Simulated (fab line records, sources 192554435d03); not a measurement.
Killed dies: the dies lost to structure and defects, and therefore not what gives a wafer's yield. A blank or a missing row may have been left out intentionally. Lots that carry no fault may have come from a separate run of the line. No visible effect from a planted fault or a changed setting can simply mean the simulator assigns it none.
A struck lot beside a sound one + flow n5 finfet + 16 out of 1938 route steps
Sound: these wafers, L965.3, L965.4, L965.6. Struck: wafer L974.5. (L974.4, L974.6 of the same lot were not struck and are left out.) The cause comes at the end.
For every step that has rows: the tool of each side, followed by ch and its chambers, followed by its first start. Under that, the readings that differ: sound wafers + struck wafers + difference of the means + sigmas: that difference in standard deviations of wafers without a fault.
alike: a reading whose means differ by less than 2 such deviations, as well as words and numbers matching on both sides. not compared: withheld readings; readings where some wafer has no value; bounds like >300 that might hide an equal value; numbers whose values overlap and for which the record gives no deviation.
Wherever a step has rows on one side only, a row that says differs or no value, or a row with sigmas, the two part there. Non-overlapping numbers with no deviation appear without sigmas and do not part them. A reading missing from all wafers of one side parts the sides only when that side holds two or more wafers.

first, 7 steps without rows for these wafers: N5_BEOL_M4_COAT_76 (time 60 s, resist thk 5 nm); N5_BEOL_M4_COAT_22 (resist thk 30 nm); N5_BEOL_M4_EBR_24; N5_BEOL_M4_SOFTBAKE_23 (time 60 s); N5_BEOL_M4_EXPOSE_25 (exposes mask V3, defocus 5 nm); N5_BEOL_M4_PEB_26 (peb time 60 s); N5_BEOL_M4_DEVELOP_27 (develop time 30 s).
N5_BEOL_M4_CD_MEAS_28: target cd 26.2 nm, target cd y 24.1 nm.
  sound on cd sem-01 ch 0, day 9 22:33; struck on cd sem-01 ch 0, day 11 14:28
  alike: cd nm
N5_BEOL_M4_OVL_MEAS_29:
  sound on overlay-01 ch 0, day 9 22:35; struck on overlay-01 ch 0, day 11 14:31
  alike: V3_OVL
N5_BEOL_M4_INSPECT_30: inspects for defects (brightfield).
  struck on defect inspect-02, day 11 14:33; sound on defect inspect-02, day 9 22:38
  alike: raw defect count
N5_BEOL_M4_DESCUM_33: chemistry O2, time 7 s.
  sound on rie diel-05 ch 0,1, day 9 23:16; struck on rie diel-06 ch 2, day 11 14:35
| reading                | sound             | struck | difference | sigmas |
|------------------------|-------------------|--------|------------|--------|
| throttle valve pct (%) | 20.58 20.60 20.60 | 20.08  | -0.51      | -2     |
  alike: drypump motor current A, oes product au, rf vpp V, showerhead plenum p Torr
  not compared: rf hours counter h
N5_BEOL_M4_ETCH_77: etches underlayer in N2/H2, target depth 6.5 nm, time 5.2 s.
  sound on rie diel-05 ch 0,1, day 9 23:18; struck on rie diel-06 ch 2, day 11 14:37
  alike: drypump motor current A, etch rf on time s, oes product au, rf vpp V, showerhead plenum p Torr, throttle valve pct
  not compared: rf hours counter h
N5_BEOL_M4_ETCH_69: etches SiARC in CF4, target depth 15.6 nm, time 26 s.
  sound on rie diel-05 ch 0,1, day 9 23:19; struck on rie diel-06 ch 2, day 11 14:38
| reading                         | sound              | struck | difference | sigmas      |
|---------------------------------|--------------------|--------|------------|-------------|
| cf4 flow sccm (sccm)            | 99.94 100.19 99.97 | 69.78  | -30.25     | -99 or more |
| etch rf on time s (s)           | 27.0 25.3 24.9     | 27.3   | +1.6       | +2          |
| showerhead plenum p Torr (Torr) | 2.19 2.08 2.08     | 1.85   | -0.27      | -4          |
| throttle valve pct (%)          | 15.75 15.64 15.64  | 14.05  | -1.63      | -7          |
  alike: drypump motor current A, oes product au, rf vpp V
  not compared: rf hours counter h
N5_BEOL_M4_ALD_98: deposits SiO2, target thk 2.5 nm, pulse time 1 s, co reactant pulse time 1 s.
  sound on ald sin-02 ch 0,1,2, day 9 23:24; struck on ald sin-03 ch 2, day 11 14:52
  alike: heater power w, precursor pulse height rel
N5_BEOL_M4_RC_MEAS_101:
  sound on prober-01 ch 0, day 10 07:38; struck on prober-02 ch 0, day 11 23:10
  alike: DIBL_N, DIBL_P, IOFF_N, IOFF_P, ION_N, ION_P, SS_N, SS_P, VT_N, VT_P
-- the record jumps here: 5 days lie between the struck wafers' starts before and after (it left off in module BEOL_M4 and takes up again in module PASSIVATION, whose first step shown is number 1936 of the route) --
N5_PASSIVATION_PROBE_49:
  rows exist in the record for the struck wafers here (prober-02, day 16 23:31), but not for the sound ones

== WHERE THEY PART ==
First at N5_BEOL_M4_DESCUM_33; last, within this record, at N5_PASSIVATION_PROBE_49.

WHY: what the simulator had put in
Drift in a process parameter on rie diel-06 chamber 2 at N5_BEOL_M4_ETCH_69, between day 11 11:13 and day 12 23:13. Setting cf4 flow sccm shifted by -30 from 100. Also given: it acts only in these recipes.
